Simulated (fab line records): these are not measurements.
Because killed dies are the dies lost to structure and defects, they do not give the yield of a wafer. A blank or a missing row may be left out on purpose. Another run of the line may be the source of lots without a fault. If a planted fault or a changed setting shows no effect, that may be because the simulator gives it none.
What tool caused it? | flow nand harc | Sampling: 13 lots, 39 wafers, 4 of 1302 route steps

## WHAT THE GAUGES READ, wafer by wafer
NHARC_A_START_INSPECT_01. Usual: raw defect count at 3.2, with a standard deviation of 1.8.
lot  | measured     | on                | raw defect count | flag
L690 | day 7 11:08  | defect inspect-02 | 4 2 1            |
L692 | day 8 02:48  | defect inspect-02 | 3 7 4            |
L693 | day 8 06:42  | defect inspect-02 | 4 3 2            |
L694 | day 8 23:35  | defect inspect-02 | 2 0 3            |
L695 | day 9 09:28  | defect inspect-02 | 3 5 4            |
L696 | day 9 22:09  | defect inspect-02 | 3 4 2            |
L697 | day 10 04:17 | defect inspect-02 | 3 0 2            |
L701 | day 11 22:16 | defect inspect-02 | 5 5 3            |
L702 | day 12 01:22 | defect inspect-01 | 3 2 6            |
L704 | day 12 20:43 | defect inspect-02 | 7 1 5            |
L707 | day 14 03:21 | defect inspect-01 | 2 5 2            |
L711 | day 15 19:03 | defect inspect-01 | 6 1 3            |
L712 | day 16 06:19 | defect inspect-02 | 1 4 6            |

NHARC_A_ONON_D1_THK_MEAS_08: measures by ellipsometry. Usual: thk nm at 1001 nm, with a standard deviation of 10.
lot  | measured     | on            | thk nm (nm)    | flag
L690 | day 8 10:10  | film metro-02 | 1005 1004 1005 |
L692 | day 9 02:22  | film metro-01 | 1003 1002 1003 |
L693 | day 9 07:27  | film metro-01 | 1009 1012 1009 |
L694 | day 10 00:55 | film metro-02 | 996 997 997    |
L695 | day 10 10:31 | film metro-01 | 989 989 991    |
L696 | day 10 23:22 | film metro-02 | 1009 1010 1010 |
L697 | day 11 04:12 | film metro-02 | 996 995 994    |
L701 | day 12 23:29 | film metro-01 | 984 984 984    |
L702 | day 12 23:31 | film metro-02 | 988 987 988    |
L704 | day 13 19:59 | film metro-02 | 895 999 999    | OFF
L707 | day 15 04:26 | film metro-02 | 1013 1011 1013 |
L711 | day 16 20:13 | film metro-01 | 1023 1023 1024 |
L712 | day 17 08:29 | film metro-02 | 988 989 990    |

NHARC_A_ONON_D1_THK_MEAS_14: measures by ellipsometry. Usual: thk nm at 999 nm, with a standard deviation of 9.1.
lot  | measured     | on            | thk nm (nm)    | flag
L690 | day 8 11:17  | film metro-01 | 1000 999 1000  |
L692 | day 9 03:30  | film metro-01 | 1007 1009 1008 |
L693 | day 9 08:35  | film metro-02 | 1001 1002 1002 |
L694 | day 10 02:04 | film metro-02 | 987 987 988    |
L695 | day 10 11:40 | film metro-01 | 1006 1005 1005 |
L696 | day 11 00:29 | film metro-01 | 1004 1004 1005 |
L697 | day 11 05:20 | film metro-01 | 993 992 993    |
L701 | day 13 00:37 | film metro-01 | 1006 1005 1006 |
L702 | day 13 00:40 | film metro-02 | 1006 1005 1008 |
L704 | day 13 21:07 | film metro-02 | 1001 1000 1000 |
L707 | day 15 05:34 | film metro-01 | 998 996 996    |
L711 | day 16 21:20 | film metro-01 | 992 988 992    |
L712 | day 17 09:37 | film metro-01 | 998 998 997    |

## EACH LOT AND THE TOOL THAT RAN IT (in order: tool; ch and the chambers of the sampled wafers; start)
lot  | NHARC_A_ONON_D1_DEP_06
L690 | pecvd onon-04 ch 0, day 8 09:46
L692 | pecvd onon-04 ch 0, day 9 01:55
L693 | pecvd onon-01 ch 0, day 9 06:56
L694 | pecvd onon-03 ch 0, day 10 00:35
L695 | pecvd onon-01 ch 0, day 10 10:01
L696 | pecvd onon-04 ch 0, day 10 22:51
L697 | pecvd onon-03 ch 0, day 11 03:48
L701 | pecvd onon-03 ch 0, day 12 22:58
L702 | pecvd onon-01 ch 0, day 12 23:00
L704 | pecvd onon-04 ch 0, day 13 19:35
L707 | pecvd onon-01 ch 0, day 15 03:55
L711 | pecvd onon-03 ch 0, day 16 19:49
L712 | pecvd onon-04 ch 0, day 17 08:02
- NHARC_A_ONON_D1_DEP_06: target thk 1000 nm.

## WHAT THE TOOLS THEMSELVES READ (means of the sampled wafers that have a number; where no wafer has one, the mark that the record gives instead)
The record holds no such reading with a usual standard deviation.

## THE ANSWER, worked out from the rows above alone
Rule: a lot counts as off when the mean over its wafers that have a number is more than 3 standard deviations away from the usual mean. A lot without any number at a reading at which 4 lots or more have one is off too. All remaining lots with rows at the step are treated as sound. After the gauges, taken in route order, come the tools' own readings; for these a lot's mean is taken, as printed above. The first step at which some lot is off is used, and at that step the reading that is off furthest; a lot without a number counts as furthest.
Off at NHARC_A_ONON_D1_THK_MEAS_08 (thk nm): L704.
A tool fits if, at a process step before that reading, it ran every lot that is off, and no sound lot after the first of them. The gauges at NHARC_A_ONON_D1_THK_MEAS_08 are tried like those tools. None of those tried fits.

## WHAT WAS PUT IN BY THE SIMULATOR
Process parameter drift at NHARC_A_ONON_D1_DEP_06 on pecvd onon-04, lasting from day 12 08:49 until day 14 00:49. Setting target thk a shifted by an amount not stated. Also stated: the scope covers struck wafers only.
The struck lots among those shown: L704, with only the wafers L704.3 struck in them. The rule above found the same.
